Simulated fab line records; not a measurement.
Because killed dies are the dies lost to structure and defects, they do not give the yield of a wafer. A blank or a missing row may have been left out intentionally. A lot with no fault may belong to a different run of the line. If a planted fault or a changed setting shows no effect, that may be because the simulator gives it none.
Which tool was responsible? | flow n5 finfet | Sampling: 24 lots, 72 wafers, 6 of 1938 route steps

WHAT THE GAUGES READ, wafer by wafer
N5_BEOL_M2_RS_MEAS_58: the measuring method here is four-point-probe. Usual: M2_RS gives 0.66 ohm/sq (standard deviation 0.032).
lot  | measured     | on            | M2_RS (ohm/sq) | flag
L075 | day 7 02:08  | film metro-02 | 0.70 0.71 0.68 |
L074 | day 7 03:56  | film metro-01 | 0.65 0.65 0.63 |
L076 | day 7 08:34  | film metro-01 | 0.68 0.59 0.68 |
L077 | day 7 16:14  | film metro-01 | 0.67 0.67 0.66 |
L078 | day 8 18:08  | film metro-01 | 0.62 0.63 0.67 |
L080 | day 8 19:13  | film metro-02 | 0.66 0.68 0.70 |
L079 | day 8 20:14  | film metro-02 | 0.65 0.68 0.64 |
L082 | day 8 22:59  | film metro-02 | 0.64 0.64 0.67 |
L081 | day 8 23:42  | film metro-02 | 0.63 0.62 0.67 |
L083 | day 9 06:38  | film metro-01 | 0.64 0.66 0.65 |
L084 | day 9 06:46  | film metro-01 | 0.60 0.68 0.62 |
L085 | day 9 09:44  | film metro-02 | 0.65 0.68 0.67 |
L086 | day 10 01:11 | film metro-01 | 0.63 0.62 0.59 |
L087 | day 10 06:31 | film metro-02 | 0.67 0.62 0.69 |
L088 | day 10 09:50 | film metro-01 | 0.67 0.68 0.60 |
L089 | day 11 02:43 | film metro-01 | 0.65 0.68 0.66 |
L090 | day 11 06:45 | film metro-02 | 0.71 0.68 0.70 |
L091 | day 11 09:58 | film metro-01 | 0.72 0.67 0.68 |
L092 | day 11 12:50 | film metro-02 | 0.68 0.61 0.69 |
L093 | day 11 20:43 | film metro-02 | 0.64 0.63 0.63 |
L094 | day 12 00:26 | film metro-02 | 0.74 0.74 0.66 |
L095 | day 12 07:46 | film metro-01 | 0.65 0.63 0.64 |
L096 | day 12 13:18 | film metro-02 | 0.70 0.69 0.71 |
L097 | day 12 20:04 | film metro-02 | 0.66 0.66 0.64 |

N5_BEOL_M3_INSPECT_13: inspects for defects (brightfield). Usual: raw defect count reads 429 (standard deviation 110).
lot  | measured     | on                | raw defect count | flag
L075 | day 7 02:53  | defect inspect-02 | 502 516 524      |
L074 | day 7 05:12  | defect inspect-01 | 771 479 704      |
L076 | day 7 11:46  | defect inspect-01 | 566 360 365      |
L077 | day 7 18:55  | defect inspect-02 | 371 417 446      |
L078 | day 8 19:43  | defect inspect-01 | 419 490 331      |
L080 | day 8 20:13  | defect inspect-01 | 655 465 570      |
L079 | day 8 22:23  | defect inspect-01 | 409 581 507      |
L082 | day 9 02:17  | defect inspect-02 | 310 346 409      |
L081 | day 9 02:26  | defect inspect-01 | 471 462 461      |
L083 | day 9 09:01  | defect inspect-01 | 365 471 365      |
L084 | day 9 09:15  | defect inspect-01 | 363 285 315      |
L085 | day 9 11:12  | defect inspect-01 | 341 310 328      |
L086 | day 10 01:55 | defect inspect-02 | 345 297 487      |
L087 | day 10 11:52 | defect inspect-01 | 372 392 570      |
L088 | day 10 12:47 | defect inspect-01 | 796 649 599      |
L089 | day 11 03:53 | defect inspect-01 | 358 433 437      |
L090 | day 11 09:36 | defect inspect-01 | 339 475 524      |
L091 | day 11 11:47 | defect inspect-02 | 420 371 479      |
L092 | day 11 13:33 | defect inspect-01 | 369 393 359      |
L093 | day 12 00:41 | defect inspect-01 | 406 309 473      |
L094 | day 12 01:37 | defect inspect-02 | 306 630 415      |
L095 | day 12 09:11 | defect inspect-02 | 419 353 408      |
L096 | day 12 14:38 | defect inspect-02 | 377 303 399      |
L097 | day 12 21:15 | defect inspect-01 | 496 361 336      |

EACH LOT AND THE TOOL THAT RAN IT (in order: tool; ch and the chambers of the sampled wafers; start)
lot  | N5_BEOL_M2_STRIP_97                           | N5_BEOL_M2_SPUTTER_86        | N5_BEOL_M2_ANNEAL_95         | N5_BEOL_M2_ANNEAL_51
L075 | rie diel-01 ch 0,2,3, day 6 23:46 or earlier  | pvd sputter-02, day 6 23:46  | pvd sputter-02, day 7 00:43  | rtp anneal-01 ch 0, day 7 01:06
L074 | rie diel-04 ch 0,1,2, day 7 01:13 or earlier  | pvd sputter-03, day 7 01:13  | pvd sputter-03, day 7 02:11  | rtp anneal-02 ch 0, day 7 02:59
L076 | rie diel-02 ch 0,1, day 7 06:13 or earlier    | pvd sputter-03, day 7 06:13  | pvd sputter-03, day 7 07:11  | rtp anneal-02 ch 0, day 7 07:31
L077 | rie diel-01 ch 0,3, day 7 13:59 or earlier    | pvd sputter-02, day 7 13:59  | pvd sputter-02, day 7 14:56  | rtp anneal-02 ch 0, day 7 15:22
L078 | rie diel-01 ch 0,1,2, day 8 15:58 or earlier  | pvd sputter-02, day 8 15:58  | pvd sputter-02, day 8 16:56  | rtp anneal-01 ch 0, day 8 17:16
L080 | rie diel-01 ch 2,3, day 8 17:02 or earlier    | pvd sputter-03, day 8 17:02  | pvd sputter-03, day 8 18:00  | rtp anneal-02 ch 0, day 8 18:23
L079 | rie diel-04 ch 0,1,3, day 8 18:03 or earlier  | pvd sputter-02, day 8 18:03  | pvd sputter-02, day 8 19:01  | rtp anneal-02 ch 0, day 8 19:23
L082 | rie diel-01 ch 0,1, day 8 20:34 or earlier    | pvd sputter-02, day 8 20:34  | pvd sputter-02, day 8 21:31  | rtp anneal-02 ch 0, day 8 22:02
L081 | rie diel-04 ch 0,1,3, day 8 21:01 or earlier  | pvd sputter-01, day 8 21:01  | pvd sputter-01, day 8 21:59  | rtp anneal-01 ch 0, day 8 22:51
L083 | rie diel-01 ch 1,2, day 9 04:29 or earlier    | pvd sputter-01, day 9 04:29  | pvd sputter-01, day 9 05:27  | rtp anneal-01 ch 0, day 9 05:47
L084 | rie diel-04 ch 1,2,3, day 9 04:37 or earlier  | pvd sputter-03, day 9 04:37  | pvd sputter-03, day 9 05:35  | rtp anneal-02 ch 0, day 9 05:55
L085 | rie diel-01 ch 0,2, day 9 07:35 or earlier    | pvd sputter-02, day 9 07:35  | pvd sputter-02, day 9 08:33  | rtp anneal-01 ch 0, day 9 08:53
L086 | rie diel-02 ch 1,2,3, day 9 23:02 or earlier  | pvd sputter-03, day 9 23:02  | pvd sputter-03, day 10 00:00 | rtp anneal-01 ch 0, day 10 00:26
L087 | rie diel-02 ch 1,2,3, day 10 04:22 or earlier | pvd sputter-02, day 10 04:22 | pvd sputter-02, day 10 05:19 | rtp anneal-02 ch 0, day 10 05:42
L088 | rie diel-01 ch 0,1, day 10 07:41 or earlier   | pvd sputter-02, day 10 07:41 | pvd sputter-02, day 10 08:38 | rtp anneal-01 ch 0, day 10 09:04
L089 | rie diel-04 ch 1,2,3, day 11 00:34 or earlier | pvd sputter-03, day 11 00:34 | pvd sputter-03, day 11 01:32 | rtp anneal-01 ch 0, day 11 01:52
L090 | rie diel-04 ch 0,2,3, day 11 04:34 or earlier | pvd sputter-03, day 11 04:34 | pvd sputter-03, day 11 05:32 | rtp anneal-02 ch 0, day 11 05:56
L091 | rie diel-02 ch 0,1,3, day 11 07:43 or earlier | pvd sputter-01, day 11 07:43 | pvd sputter-01, day 11 08:40 | rtp anneal-01 ch 0, day 11 09:07
L092 | rie diel-01 ch 1,2,3, day 11 10:37 or earlier | pvd sputter-02, day 11 10:37 | pvd sputter-02, day 11 11:34 | rtp anneal-01 ch 0, day 11 11:58
L093 | rie diel-02 ch 1,2, day 11 17:28 or earlier   | pvd sputter-03, day 11 17:28 | pvd sputter-03, day 11 18:26 | rtp anneal-01 ch 0, day 11 18:46
L094 | rie diel-04 ch 0,1,2, day 11 22:13 or earlier | pvd sputter-02, day 11 22:13 | pvd sputter-02, day 11 23:10 | rtp anneal-02 ch 0, day 11 23:31
L095 | rie diel-02 ch 1,3, day 12 05:29 or earlier   | pvd sputter-01, day 12 05:29 | pvd sputter-01, day 12 06:26 | rtp anneal-02 ch 0, day 12 06:57
L096 | rie diel-04 ch 0,3, day 12 11:09 or earlier   | pvd sputter-02, day 12 11:09 | pvd sputter-02, day 12 12:07 | rtp anneal-02 ch 0, day 12 12:27
L097 | rie diel-01 ch 2,3, day 12 17:54 or earlier   | pvd sputter-02, day 12 17:54 | pvd sputter-02, day 12 18:52 | rtp anneal-01 ch 0, day 12 19:17
- N5_BEOL_M2_STRIP_97: strips in N2/H2, time 10 s.
- N5_BEOL_M2_SPUTTER_86: material Cu, target thk 4.5 nm, time 8.29 s.
- N5_BEOL_M2_ANNEAL_95: time 240 s.
- N5_BEOL_M2_ANNEAL_51: time 90 s.

WHAT THE TOOLS THEMSELVES READ (means of the sampled wafers that have a number; where no wafer has one, the mark that the record gives instead)
N5_BEOL_M2_STRIP_97. Usual: drypump motor current A 5.8 A, standard deviation 0.55; h2 flow sccm 200.0 sccm, standard deviation 0.62; oes product au 0.78 a.u., standard deviation 0.063; rf vpp V 59.2 V, standard deviation 0.8; showerhead plenum p Torr 2.52 Torr, standard deviation 0.068; throttle valve pct 23.6 %, standard deviation 0.38.
lot  | tool        | drypump motor current A (A) | h2 flow sccm (sccm) | oes product au (a.u.) | rf vpp V (V) | showerhead plenum p Torr (Torr) | throttle valve pct (%) | flag
L075 | rie diel-01 | 5.5                         | 200.4               | 0.85                  | 59.2         | 2.54                            | 23.3                   |
L074 | rie diel-04 | 6.3                         | 200.1               | 0.78                  | 59.0         | 2.47                            | 23.7                   |
L076 | rie diel-02 | 5.9                         | 200.2               | 0.73                  | 59.5         | 2.59                            | 24.0                   |
L077 | rie diel-01 | 5.9                         | 199.5               | 0.85                  | 58.9         | 2.58                            | 23.3                   |
L078 | rie diel-01 | 5.3                         | 200.6               | 0.82                  | 60.0         | 2.53                            | 23.3                   |
L080 | rie diel-01 | 5.5                         | 200.2               | 0.80                  | 59.5         | 2.50                            | 23.5                   |
L079 | rie diel-04 | 6.0                         | 199.4               | 0.73                  | 59.1         | 2.45                            | 24.0                   |
L082 | rie diel-01 | 5.4                         | 200.2               | 0.83                  | 59.0         | 2.56                            | 23.2                   |
L081 | rie diel-04 | 6.0                         | 200.1               | 0.72                  | 58.1         | 2.45                            | 23.9                   |
L083 | rie diel-01 | 5.2                         | 200.2               | 0.79                  | 60.1         | 2.50                            | 23.4                   |
L084 | rie diel-04 | 5.8                         | 199.9               | 0.78                  | 59.2         | 2.47                            | 23.8                   |
L085 | rie diel-01 | 5.2                         | 200.2               | 0.84                  | 59.2         | 2.52                            | 23.2                   |
L086 | rie diel-02 | 5.8                         | 199.6               | 0.73                  | 59.3         | 2.56                            | 23.9                   |
L087 | rie diel-02 | 5.8                         | 199.6               | 0.73                  | 59.1         | 2.56                            | 23.9                   |
L088 | rie diel-01 | 5.4                         | 199.3               | 0.82                  | 59.6         | 2.56                            | 23.2                   |
L089 | rie diel-04 | 5.8                         | 199.9               | 0.76                  | 59.7         | 2.47                            | 23.8                   |
L090 | rie diel-04 | 6.1                         | 200.3               | 0.76                  | 58.6         | 2.42                            | 23.7                   |
L091 | rie diel-02 | 5.7                         | 200.0               | 0.79                  | 59.7         | 2.55                            | 24.0                   |
L092 | rie diel-01 | 5.6                         | 200.7               | 0.78                  | 58.6         | 2.53                            | 23.4                   |
L093 | rie diel-02 | 6.3                         | 200.1               | 0.72                  | 59.0         | 2.55                            | 23.9                   |
L094 | rie diel-04 | 6.3                         | 200.3               | 0.74                  | 59.4         | 2.45                            | 23.8                   |
L095 | rie diel-02 | 5.5                         | 199.9               | 0.70                  | 57.9         | 2.52                            | 24.2                   |
L096 | rie diel-04 | 6.3                         | 199.7               | 0.70                  | 58.3         | 2.39                            | 23.9                   |
L097 | rie diel-01 | 5.5                         | 199.9               | 0.77                  | 58.8         | 2.49                            | 23.5                   |

N5_BEOL_M2_SPUTTER_86. Usual: throttle valve pct reads 29.4 % (standard deviation 1.1).
lot  | tool           | throttle valve pct (%) | flag
L075 | pvd sputter-02 | 29.7                   |
L074 | pvd sputter-03 | 29.7                   |
L076 | pvd sputter-03 | 28.0                   |
L077 | pvd sputter-02 | 30.0                   |
L078 | pvd sputter-02 | 30.4                   |
L080 | pvd sputter-03 | 30.0                   |
L079 | pvd sputter-02 | 30.1                   |
L082 | pvd sputter-02 | 28.7                   |
L081 | pvd sputter-01 | 28.9                   |
L083 | pvd sputter-01 | 29.1                   |
L084 | pvd sputter-03 | 28.7                   |
L085 | pvd sputter-02 | 30.1                   |
L086 | pvd sputter-03 | 28.1                   |
L087 | pvd sputter-02 | 29.7                   |
L088 | pvd sputter-02 | 29.7                   |
L089 | pvd sputter-03 | 29.1                   |
L090 | pvd sputter-03 | 29.7                   |
L091 | pvd sputter-01 | 29.2                   |
L092 | pvd sputter-02 | 30.4                   |
L093 | pvd sputter-03 | 29.9                   |
L094 | pvd sputter-02 | 30.0                   |
L095 | pvd sputter-01 | 27.9                   |
L096 | pvd sputter-02 | 29.6                   |
L097 | pvd sputter-02 | 30.0                   |

N5_BEOL_M2_ANNEAL_95. Usual: heater power w reads 853 W (standard deviation 90).
lot  | tool           | heater power w (W) | flag
L075 | pvd sputter-02 | 843                |
L074 | pvd sputter-03 | 884                |
L076 | pvd sputter-03 | 752                |
L077 | pvd sputter-02 | 859                |
L078 | pvd sputter-02 | 908                |
L080 | pvd sputter-03 | 852                |
L079 | pvd sputter-02 | 889                |
L082 | pvd sputter-02 | 897                |
L081 | pvd sputter-01 | 835                |
L083 | pvd sputter-01 | 822                |
L084 | pvd sputter-03 | 816                |
L085 | pvd sputter-02 | 844                |
L086 | pvd sputter-03 | 755                |
L087 | pvd sputter-02 | 829                |
L088 | pvd sputter-02 | 903                |
L089 | pvd sputter-03 | 799                |
L090 | pvd sputter-03 | 863                |
L091 | pvd sputter-01 | 799                |
L092 | pvd sputter-02 | 914                |
L093 | pvd sputter-03 | 877                |
L094 | pvd sputter-02 | 894                |
L095 | pvd sputter-01 | 832                |
L096 | pvd sputter-02 | 833                |
L097 | pvd sputter-02 | 953                |

N5_BEOL_M2_ANNEAL_51. Usual: wafer_temp_C_max reads 226.5 (standard deviation 0.32).
lot  | tool          | wafer_temp_C_max | flag
L075 | rtp anneal-01 | 226.8            |
L074 | rtp anneal-02 | 226.5            |
L076 | rtp anneal-02 | 226.5            |
L077 | rtp anneal-02 | 226.6            |
L078 | rtp anneal-01 | 226.3            |
L080 | rtp anneal-02 | 226.5            |
L079 | rtp anneal-02 | 227.0            |
L082 | rtp anneal-02 | 226.6            |
L081 | rtp anneal-01 | 226.6            |
L083 | rtp anneal-01 | 226.7            |
L084 | rtp anneal-02 | 226.2            |
L085 | rtp anneal-01 | 226.5            |
L086 | rtp anneal-01 | 226.5            |
L087 | rtp anneal-02 | 226.4            |
L088 | rtp anneal-01 | 226.5            |
L089 | rtp anneal-01 | 226.3            |
L090 | rtp anneal-02 | 226.8            |
L091 | rtp anneal-01 | 226.7            |
L092 | rtp anneal-01 | 226.4            |
L093 | rtp anneal-01 | 226.5            |
L094 | rtp anneal-02 | 226.2            |
L095 | rtp anneal-02 | 226.4            |
L096 | rtp anneal-02 | 226.3            |
L097 | rtp anneal-01 | 226.4            |

THE ANSWER, worked out from the rows above alone
Rule: lot off if the mean of its wafers having a number is beyond 3 standard deviations from the usual mean. A lot without any number at a reading at which 4 lots or more have one is off too. All remaining lots with rows at the step are treated as sound. After the gauges, taken in route order, come the tools' own readings; for these a lot's mean is taken, as printed above. The first step at which some lot is off is used, and at that step the reading that is off furthest; a lot without a number counts as furthest.
None of the lots is off at any reading shown; this tells nothing.

WHAT WAS PUT IN BY THE SIMULATOR
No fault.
